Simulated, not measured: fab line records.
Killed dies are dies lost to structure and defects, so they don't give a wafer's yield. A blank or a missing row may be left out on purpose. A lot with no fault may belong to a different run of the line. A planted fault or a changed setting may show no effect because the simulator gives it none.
fab line records | flow nand_harc
[record] lots = 6 wafers = 18 last_day = 33
route steps=1302 shown A_CONTACT@994
lots that met no fault: taken from a fault-free run of the same line
start_h: start of the lot's first displayed wafer, in hours after the record's first day | wait_h: time in hours since the lot's previous step | " unchanged from the row above | L1.1+2: a row that stands for several wafers | - value missing, or start not given | * or withheld: withheld | < > ~ a bound
route shown NAME@n: names a module that has steps shown in the file, with the first one's number in the route | usual: average and standard deviation across the fault-free wafers | same: alike in all rows | chamber/n: place in a boat | sites: readings site by site | _std_site: the values' standard deviation | _edge_site: inner sites' mean taken away from outer sites' mean | radius_mm: for every site, how far away it sits from the centre of the wafer | mask NAME#n: copy n | behind: the last tool/chamber to shape the wafer | hold: reason for holding the lot/hours on hold/outcome of the hold | device: names the non-switching transistor (n, p or np) | end of line: the same wafers' tests at the end of the route | for a step that has no rows: nothing shown but its recipe | killed: not the wafer's yield, but the dies lost to structure and defects at the first sort | map: the dies of a wafer, with x for killed, . for not killed, _ for no die there
set.NAME: the setting that was run; set.NAME@STEP: the one run at that earlier step | model.NAME: the simulator's own value behind a step, which no gauge read
lots at selected steps of the route; one table per step, one row per wafer
services: from which hour (start_h, from the record's first day; less than 0 if before it) a tool's chamber was out of use, for how many hours, and why
[[steps]]
[step NHARC_A_CONTACT_EXPOSE_39]
[recipe] na = 1.35 sigma_outer = 0.8 dose_mj = 58.79 mask_id = A_CC_3
[step NHARC_A_CONTACT_PEB_40]
[recipe] peb_temp_c = 100 peb_time_s = 65
[step NHARC_A_CONTACT_DEVELOP_41]
[recipe] develop_time_s = 35 dev_temp_c = 23
[step NHARC_A_CONTACT_CD_MEAS_42]
[recipe] target_cd_nm = 300 landing_energy_ev = 500
[usual] cd_nm = 300.3/0.63
// columns lot.wafer tool chamber start_h wait_h cd_nm
L325.1 cd_sem-03 0 518.93 - 301.0
L325.3 " 0 " " 299.8
L325.5 " 0 " " 301.4
L330.1 cd_sem-01 0 582.66 - 300.5
L330.2 " 0 " " 300.6
L330.4 " 0 " " 300.4
L331.1 cd_sem-02 0 590.44 - 300.5
L331.3 " 0 " " 299.6
L331.4 " 0 " " 301.0
L333.2 cd_sem-03 0 612.32 - 300.9
L333.4 " 0 " " 300.1
L333.5 " 0 " " 299.8
L334.2 cd_sem-02 0 633.78 - 300.5
L334.4 " 0 " " 300.2
L334.6 " 0 " " 300.8
L343.3 cd_sem-03 0 706.14 - 301.0
L343.4 " 0 " " 300.3
L343.6 " 0 " " 299.8
[step NHARC_A_CONTACT_OVL_MEAS_43]
[usual] overlay_x_nm = -0.1/0.82 overlay_y_nm = -0.1/0.87
// columns lot.wafer tool chamber start_h wait_h overlay_x_nm overlay_y_nm
L325.1 overlay-02 - 519.02 - -0.5 0.6
L325.3 " - " " -0.3 0.8
L325.5 " - " " -0.6 0.5
L330.1 overlay-01 - 582.75 - 0.9 0.8
L330.2 " - " " 0.8 0.9
L330.4 " - " " 1.0 0.5
L331.1 overlay-01 - 590.53 - 0.7 -1.2
L331.3 " - " " 1.5 -0.9
L331.4 " - " " 1.0 -0.6
L333.2 overlay-01 - 612.41 - -1.1 0.1
L333.4 " - " " -0.5 0.0
L333.5 " - " " -0.9 -0.9
L334.2 overlay-02 - 633.87 - -0.6 0.6
L334.4 " - " " -0.7 0.4
L334.6 " - " " -0.5 0.5
L343.3 overlay-01 - 706.23 - -0.4 -0.5
L343.4 " - " " -0.2 -0.6
L343.6 " - " " 0.0 -0.4
[step NHARC_A_CONTACT_INSPECT_44]
[usual] raw_defect_count = 87/31
// columns lot.wafer tool chamber start_h wait_h raw_defect_count
L325.1 defect_inspect-02 - 519.05 0.0 55
L325.3 " - " " 75
L325.5 " - " " 53
L330.1 defect_inspect-02 - 582.79 0.0 78
L330.2 " - " " 74
L330.4 " - " " 57
L331.1 defect_inspect-02 - 590.57 0.0 117
L331.3 " - " " 105
L331.4 " - " " 116
L333.2 defect_inspect-01 - 612.44 0.0 86
L333.4 " - " " 85
L333.5 " - " " 81
L334.2 defect_inspect-01 - 633.91 0.0 59
L334.4 " - " " 51
L334.6 " - " " 73
L343.3 defect_inspect-02 - 706.27 0.0 119
L343.4 " - " " 128
L343.6 " - " " 142
[step NHARC_A_CONTACT_DESCUM_47]
[recipe] time_s = 3 o2_flow_sccm = 200 ar_flow_sccm = 0 bias_power_w = 0 chemistry = O2
[usual] drypump_motor_current_A = 5.7/0.43 oes_product_au = 0.996/0.012 rf_vpp_V = 57.7/0.94 showerhead_plenum_p_Torr = 1.90/0.099 throttle_valve_pct = 11.311/0.0096
[same] bias_power_w = 0 time_s = 3
// columns lot.wafer tool chamber start_h wait_h drypump_motor_current_A oes_product_au rf_hours_counter_h rf_vpp_V showerhead_plenum_p_Torr throttle_valve_pct
L325.1 rie_diel-09 0 519.16 0.1 6.0 1.010 6 58.6 1.81 11.306
L325.3 " 1 " " 6.2 0.985 7 59.2 2.02 11.295
L325.5 " 2 " " 6.1 0.990 - 57.6 2.04 11.315
L330.2 rie_diel-09 0 582.85 0.1 6.0 1.015 30 57.9 1.80 11.319
L330.1 " 1 " " 6.2 0.990 32 58.6 2.01 11.316
L330.4 " 3 " " 5.8 0.985 29 58.4 1.91 11.322
L331.1 rie_diel-02 3 590.63 0.1 6.1 0.995 2 58.9 2.07 11.295
L331.4 " 0 " " 5.2 0.975 2 56.6 1.89 11.308
L331.3 " 1 " " 5.3 0.986 2 57.3 1.79 11.323
L333.4 rie_diel-02 0 612.51 0.1 5.2 0.976 6 56.7 1.89 11.305
L333.2 " 1 " " 5.3 0.981 8 57.4 1.78 11.304
L333.5 " 0 " " 5.2 0.974 - 58.3 1.89 11.313
L334.2 rie_diel-09 3 633.98 0.1 5.8 0.979 50 57.7 1.90 11.322
L334.4 " 0 " " 6.0 1.020 53 56.1 1.79 11.318
L334.6 " 2 " " 6.1 0.982 - 57.3 2.02 11.304
L343.4 rie_diel-09 1 706.32 0.1 6.2 1.025 3 57.7 1.99 11.337
L343.3 " 0 " " 6.0 1.008 10 57.1 1.79 11.306
L343.6 " 1 " " 6.2 1.022 - 58.5 2.00 11.318
[step NHARC_A_CONTACT_ETCH_48]
[recipe] target_depth_a = 390 over_etch_frac = 0.3 time_s = 65 ion_energy_ev = 80 cf4_flow_sccm = 150 ar_flow_sccm = 0 rf_w = 300 bias_w = 100 chemistry = CF4
[step NHARC_A_CONTACT_ETCH_49]
[recipe] target_depth_a = 2600 over_etch_frac = 0.3 time_s = 475.3 ion_energy_ev = 200 n2_flow_sccm = 150 h2_flow_sccm = 150 ar_flow_sccm = 0 rf_w = 400 bias_w = 150 chemistry = N2/H2
[step NHARC_A_CONTACT_ETCH_50]
[recipe] target_depth_a = 1210 time_s = 60.5 cf4_flow_sccm = 100 chf3_flow_sccm = 30 ar_flow_sccm = 0 rf_w = 500 bias_w = 200 chemistry = CF4/CHF3
[usual] bias_w = 200.0/0.6 cf4_flow_sccm = 100.1/0.33 drypump_motor_current_A = 5.7/0.44 oes_product_au = 0.952/0.022 rf_vpp_V = 370.2/2.6 showerhead_plenum_p_Torr = 1.56/0.074 throttle_valve_pct = 16.802/0.0095
[same] time_s = 60.5
// columns lot.wafer tool chamber start_h wait_h bias_w cf4_flow_sccm drypump_motor_current_A oes_product_au rf_hours_counter_h rf_vpp_V showerhead_plenum_p_Torr throttle_valve_pct
L325.1 rie_diel-09 2 - - 200.4 99.8 6.1 0.941 9 373.7 1.67 16.812
L325.3 " 0 " " 198.7 100.1 5.9 0.957 6 368.9 1.49 16.800
L325.5 " 2 " " 200.7 99.8 6.1 0.950 - 374.4 1.67 16.797
L330.1 rie_diel-09 3 - - 199.2 99.8 5.8 0.909 30 370.3 1.57 16.793
L330.2 " 0 " " 199.8 100.1 6.0 0.946 30 367.7 1.49 16.790
L330.4 " 1 " " 200.1 99.7 6.2 0.920 33 372.1 1.65 16.789
L331.1 rie_diel-02 0 - - 200.9 100.2 5.2 0.945 2 370.3 1.56 16.799
L331.4 " 1 " " 199.8 100.4 5.3 0.973 2 367.3 1.47 16.811
L331.3 " 2 " " 201.4 99.9 5.9 0.978 2 368.2 1.53 16.793
L333.4 rie_diel-02 2 - - 200.1 100.2 5.8 0.992 7 369.9 1.53 16.795
L333.2 " 3 " " 199.5 100.7 6.1 0.946 5 374.8 1.69 16.806
L333.5 " 2 " " 200.3 99.8 5.8 0.984 - 367.7 1.53 16.804
L334.4 rie_diel-09 3 - - 200.9 100.0 5.7 0.912 50 370.5 1.57 16.813
L334.2 " 0 " " 199.3 100.2 5.9 0.936 53 367.7 1.48 16.808
L334.6 " 3 " " 200.3 99.8 5.8 0.911 - 371.0 1.57 16.806
L343.3 rie_diel-09 2 - - 199.8 99.3 6.1 0.955 9 372.3 1.65 16.815
L343.4 " 3 " " 200.5 99.9 5.8 0.962 10 370.4 1.56 16.818
L343.6 " 0 " " 200.1 100.0 6.0 0.984 - 366.3 1.48 16.805
[step NHARC_A_CONTACT_ETCH_51]
[recipe] target_depth_a = 70000 over_etch_frac = 0.3 time_s = 1820 ion_energy_ev = 150 o2_flow_sccm = 400 cos_flow_sccm = 20 ar_flow_sccm = 0 rf_w = 500 bias_w = 300 chemistry = O2/COS
[usual] bias_w = 300.1/0.85 chamber_pressure_mTorr = 20.002/0.019 drypump_motor_current_A = 5.7/0.41 oes_product_au = 0.998/0.013 rf_vpp_V = 313.7/2.1 showerhead_plenum_p_Torr = 3.09/0.15 throttle_valve_pct = 28.331/0.01
[same] time_s = 1820
// columns lot.wafer tool chamber start_h wait_h bias_w chamber_pressure_mTorr drypump_motor_current_A oes_product_au rf_hours_counter_h rf_vpp_V showerhead_plenum_p_Torr throttle_valve_pct
L325.1 rie_diel-09 3 - - 299.4 20.018 5.8 0.990 7 314.5 3.13 28.336
L325.3 " 1 " " 299.9 20.000 6.2 1.000 9 316.1 3.28 28.336
L325.5 " 0 " " 300.4 20.026 6.0 1.016 - 311.6 2.96 28.326
L330.2 rie_diel-09 0 - - 300.7 20.021 6.0 1.020 31 311.8 2.95 28.331
L330.4 " 1 " " 300.0 19.996 6.2 0.994 33 317.7 3.27 28.330
L330.1 " 3 " " 300.3 20.019 5.8 0.986 30 314.3 3.12 28.345
L331.4 rie_diel-02 1 - - 300.5 20.034 5.3 0.988 3 311.5 2.92 28.333
L331.3 " 2 " " 300.2 20.021 5.8 1.012 3 313.0 3.03 28.339
L331.1 " 3 " " 299.7 19.990 6.1 0.988 2 316.9 3.36 28.339
L333.4 rie_diel-02 2 - - 300.5 19.998 5.8 1.015 7 314.4 3.03 28.332
L333.2 " 3 " " 300.2 19.985 6.1 0.984 6 318.4 3.36 28.326
L333.5 " 0 " " 300.2 19.978 5.2 0.976 - 313.8 3.09 28.345
L334.4 rie_diel-09 0 - - 299.6 19.966 6.0 0.999 54 312.1 2.94 28.325
L334.2 " 1 " " 300.4 19.979 6.2 1.003 53 315.6 3.26 28.337
L334.6 " 3 " " 300.1 20.015 5.8 0.983 - 313.5 3.11 28.339
L343.4 rie_diel-09 2 - - 301.5 20.018 6.1 0.981 9 315.4 3.28 28.322
L343.3 " 3 " " 299.0 19.980 5.8 0.996 10 312.1 3.10 28.329
L343.6 " 0 " " 299.2 19.994 6.0 1.012 - 311.6 2.93 28.325
[step NHARC_A_CONTACT_ETCH_111]
[recipe] source_w = withheld pressure_mtorr = 20 bias_v = withheld time_s = 140 target_depth_a = 7000 ar_flow_sccm = withheld c4f8_flow_sccm = withheld o2_flow_sccm = withheld chemistry = C4F8/O2/Ar
[usual] chamber_pressure_mTorr = 19.999/0.018 oes_air_line_au = 0.998/0.021
[same] time_s = 140
// columns lot.wafer tool chamber start_h wait_h chamber_pressure_mTorr oes_air_line_au rf_hours_counter_h
L325.1 har_cap_etch-02 0 521.43 - 19.996 1.027 84
L325.3 " 0 " " 19.987 1.047 -
L325.5 " 1 " " 20.029 0.986 -
L330.1 har_cap_etch-03 1 584.69 - 20.012 0.988 61
L330.2 " 0 " " 20.018 0.978 61
L330.4 " 1 " " 19.998 0.989 -
L331.1 har_cap_etch-03 1 592.55 - 20.007 0.982 64
L331.4 " 1 " " 20.024 0.967 -
L331.3 " 0 " " 19.988 1.003 -
L333.2 har_cap_etch-02 1 614.33 - 20.002 0.974 101
L333.4 " 0 " " 20.016 1.023 -
L333.5 " 1 " " 19.980 0.995 -
L334.2 har_cap_etch-03 0 635.79 - 19.983 0.960 70
L334.4 " 1 " " 19.986 1.002 -
L334.6 " 0 " " 19.993 0.992 -
L343.4 har_cap_etch-02 0 708.20 - 19.977 1.008 -
L343.3 " 1 " " 20.021 0.997 -
L343.6 " 1 " " 20.000 1.026 -
[step NHARC_A_CONTACT_ETCH_112]
[recipe] source_w = withheld pressure_mtorr = 20 bias_v = 3000 time_s = 190 target_depth_a = 18500 ar_flow_sccm = withheld c4f8_flow_sccm = withheld o2_flow_sccm = withheld chemistry = C4F8/O2/Ar
[usual] chamber_pressure_mTorr = 20.000/0.018 oes_air_line_au = 1.001/0.02 time_s = 190/0
// columns lot.wafer tool chamber start_h wait_h chamber_pressure_mTorr oes_air_line_au rf_hours_counter_h time_s
L325.1 har_cap_etch-02 0 521.63 0.2 20.020 1.005 84 190
L325.3 " 0 " " 19.996 1.000 - 190
L325.5 " 1 " " 20.013 1.004 - 190
L330.1 har_cap_etch-03 1 584.89 0.2 - - - -
L330.2 " 0 " " - - - -
L330.4 " 1 " " - - - -
L331.1 har_cap_etch-03 1 592.74 0.2 - - - -
L331.4 " 1 " " - - - -
L331.3 " 0 " " - - - -
L333.2 har_cap_etch-02 1 614.53 0.2 19.985 0.994 101 190
L333.4 " 0 " " 19.962 1.018 - 190
L333.5 " 1 " " 19.990 0.992 - 190
L334.2 har_cap_etch-03 0 635.98 0.2 20.011 0.983 70 190
L334.4 " 1 " " 19.999 0.979 - 190
L334.6 " 0 " " 20.011 1.007 - 190
L343.4 har_cap_etch-02 0 708.39 0.2 20.007 1.030 - 190
L343.3 " 1 " " 19.999 0.982 - 190
L343.6 " 1 " " 19.985 0.974 - 190
[step NHARC_A_CONTACT_ETCH_113]
[recipe] source_w = withheld pressure_mtorr = 20 bias_v = 3000 time_s = 190 target_depth_a = 18500 ar_flow_sccm = withheld c4f8_flow_sccm = withheld o2_flow_sccm = withheld chemistry = C4F8/O2/Ar
[usual] chamber_pressure_mTorr = 19.999/0.016 oes_air_line_au = 0.997/0.023
[same] time_s = 190
// columns lot.wafer tool chamber start_h wait_h chamber_pressure_mTorr oes_air_line_au rf_hours_counter_h
L325.1 har_cap_etch-02 0 521.80 0.1 20.026 1.013 84
L325.3 " 0 " " 20.001 1.047 -
L325.5 " 1 " " 20.004 0.992 -
L330.1 har_cap_etch-03 1 585.06 0.1 19.997 0.965 62
L330.2 " 0 " " 20.004 1.009 62
L330.4 " 1 " " 19.996 0.964 -
L331.1 har_cap_etch-03 1 592.91 0.1 19.978 0.963 64
L331.4 " 1 " " 20.009 0.998 -
L331.3 " 0 " " 20.001 0.991 -
L333.2 har_cap_etch-02 1 614.70 0.1 20.011 1.027 101
L333.4 " 0 " " 19.991 1.007 -
L333.5 " 1 " " 19.987 0.987 -
L334.2 har_cap_etch-03 0 636.15 0.1 20.005 0.995 71
L334.4 " 1 " " 19.969 0.993 -
L334.6 " 0 " " 20.004 0.992 -
L343.4 har_cap_etch-02 0 708.56 0.1 20.010 1.003 -
L343.3 " 1 " " 19.986 0.954 -
L343.6 " 1 " " 19.978 0.969 -
[[services]]
// columns tool chamber start_h hours kind
rie_diel-09 - 497.12 9.0 pm
rie_diel-09 0 497.12 9.0 vent_cycle
rie_diel-09 1 497.12 9.0 vent_cycle
rie_diel-09 2 497.12 9.0 vent_cycle
rie_diel-09 3 497.12 9.0 vent_cycle
rie_diel-02 3 501.59 3.2 repair
rie_diel-09 0 506.12 - clean
rie_diel-09 0 506.12 - consumable_replace:focus_ring
rie_diel-09 1 506.12 - clean
rie_diel-09 2 506.12 - clean
rie_diel-09 3 506.12 - clean
rie_diel-02 0 517.66 3.6 repair
rie_diel-09 0 532.63 - clean
rie_diel-09 1 532.63 - clean
rie_diel-09 2 532.63 - clean
rie_diel-09 3 532.63 - clean
rie_diel-09 3 542.58 2.1 repair
rie_diel-09 0 557.26 - clean
rie_diel-09 1 557.26 - clean
rie_diel-09 2 557.26 - clean
rie_diel-02 - 571.37 9.0 pm
rie_diel-02 0 649.90 1.2 repair
rie_diel-09 - 674.58 9.0 pm
rie_diel-09 1 695.15 10.3 repair
[[key]]
[first_sign] step = NHARC_A_CONTACT_ETCH_112 reading = tool_record direction = missing
effect none on later readings
met_at NHARC_A_CONTACT_ETCH_112
struck_wafers L330.1,L330.2,L330.4,L331.1,L331.3,L331.4
later_rows_left_out L330.1,L330.2,L330.4,L331.1,L331.3,L331.4
sort_left_out L330.1,L330.2,L330.4,L331.1,L331.3,L331.4
tester_left_out L330,L331
[fault] kind = skipped_step_whole tool = har_cap_etch-03 chamber = - onset_h = 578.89 steps = NHARC_A_CONTACT_ETCH_112 scope = struck_lots_only
// tester_left_out: of these lots the tester's yield and bins aren't shown, on N5 and GAA mostly nor the transistor test; their killed dies are dies lost to structure and defects alone, not to doping, threshold or leakage, so they don't give the yield
// sort_left_out: the simulated sort isn't trusted on such a fault, so these wafers' sort isn't shown, and their yield isn't known
// later_rows_left_out: the simulator's readings of these wafers behind a module that went badly wrong aren't trusted and aren't shown, but for the sort
